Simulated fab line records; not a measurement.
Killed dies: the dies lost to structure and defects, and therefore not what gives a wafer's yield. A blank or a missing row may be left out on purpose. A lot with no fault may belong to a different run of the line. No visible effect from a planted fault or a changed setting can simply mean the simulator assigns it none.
Matching of chambers + flow n5_finfet + rie_si-05 running N5_FIN_SAQP_MANDREL_ETCH_58: 4 sister chambers
The step etches a-Si in HBr/Cl2, stops on SiNx, target depth 45 nm, bt time 10 s, time 27 s. 22 wafers are shown with their chamber, then 11 later ones without.

EACH WAFER AND ITS CHAMBER
| wafer  | chamber | throttle_valve_pct (%) | drypump_motor_current_A (A) | oes_product_au (a.u.) |
|--------|---------|------------------------|-----------------------------|-----------------------|
| L075.3 | 0       | 36.16                  | 5.5                         | 0.690                 |
| L075.4 | 2       | 35.45                  | 6.3                         | 0.696                 |
| L075.5 | 0       | 36.17                  | 5.5                         | 0.688                 |
| L077.1 | 0       | 36.16                  | 5.5                         | 0.685                 |
| L077.4 | 2       | 35.47                  | 6.4                         | 0.698                 |
| L077.5 | 3       | 35.61                  | 5.9                         | 0.713                 |
| L080.2 | 0       | 36.15                  | 5.5                         | 0.682                 |
| L080.3 | 3       | 35.63                  | 5.9                         | 0.713                 |
| L080.4 | 2       | 35.45                  | 6.4                         | 0.700                 |
| L081.1 | 3       | 35.63                  | 5.9                         | 0.710                 |
| L081.3 | 2       | 35.49                  | 6.4                         | 0.695                 |
| L081.4 | 1       | 35.51                  | 5.9                         | 0.711                 |
| L083.1 | 2       | 35.46                  | 6.4                         | 0.693                 |
| L083.5 | 0       | 36.15                  | 5.5                         | 0.686                 |
| L083.6 | 1       | 35.51                  | 5.9                         | 0.708                 |
| L084.1 | 3       | 35.61                  | 5.9                         | 0.707                 |
| L084.5 | 0       | 36.17                  | 5.5                         | 0.683                 |
| L084.6 | 3       | 35.60                  | 5.9                         | 0.713                 |
| L086.2 | 0       | 36.16                  | 5.5                         | 0.679                 |
| L086.3 | 1       | 35.52                  | 5.8                         | 0.710                 |
| L086.6 | 2       | 35.46                  | 6.4                         | 0.708                 |
| L089.2 | 1       | 35.53                  | 5.9                         | 0.699                 |

SIGNATURES (means of the wafers above)
| reading                 | chamber 0 | chamber 1 | chamber 2 | chamber 3 | scatter within a chamber |
|-------------------------|-----------|-----------|-----------|-----------|--------------------------|
| throttle_valve_pct      | 36.1600   | 35.5175   | 35.4633   | 35.6160   | 0.0119                   |
| drypump_motor_current_A | 5.500     | 5.875     | 6.383     | 5.900     | 0.0297                   |
| oes_product_au          | 0.68471   | 0.70700   | 0.69833   | 0.71120   | 0.00437                  |
Rule: for a wafer and a chamber, the distance is found by dividing, reading by reading, the gap between the wafer's reading and the chamber's mean by the reading's scatter, squaring, summing and taking the root. The wafer belongs to the nearest chamber; if the next one is less than 2 further off, it can't be placed. The scatter: the root of (the sum of the squares of (reading less its chamber's mean) over the shown wafers, divided by (wafers less chambers)).

WAFERS WHOSE CHAMBER IS MISSING
| wafer  | throttle_valve_pct (%) | drypump_motor_current_A (A) | oes_product_au (a.u.) |
|--------|------------------------|-----------------------------|-----------------------|
| L089.5 | 36.14                  | 5.5                         | 0.695                 |
| L089.6 | 35.51                  | 5.9                         | 0.710                 |
| L093.1 | 35.63                  | 5.9                         | 0.699                 |
| L093.3 | 36.16                  | 5.5                         | 0.687                 |
| L093.6 | 35.46                  | 6.4                         | 0.697                 |
| L095.4 | 35.61                  | 5.9                         | 0.725                 |
| L095.5 | 35.62                  | 5.9                         | 0.724                 |
| L095.6 | 36.14                  | 5.5                         | 0.689                 |
| L097.4 | 36.14                  | 5.5                         | 0.692                 |
| L097.5 | 36.14                  | 5.5                         | 0.696                 |
| L097.6 | 35.60                  | 5.9                         | 0.719                 |

WHICH CHAMBER EACH WENT THROUGH
| wafer  | from the rows above | in truth |
|--------|---------------------|----------|
| L089.5 | 0                   | 0        |
| L089.6 | 1                   | 1        |
| L093.1 | 3                   | 3        |
| L093.3 | 0                   | 0        |
| L093.6 | 2                   | 2        |
| L095.4 | 3                   | 3        |
| L095.5 | 3                   | 3        |
| L095.6 | 0                   | 0        |
| L097.4 | 0                   | 0        |
| L097.5 | 0                   | 0        |
| L097.6 | 3                   | 3        |
Correct placement for 11 of the 11. Number that these rows cannot place: 0. 0 placed wrongly.
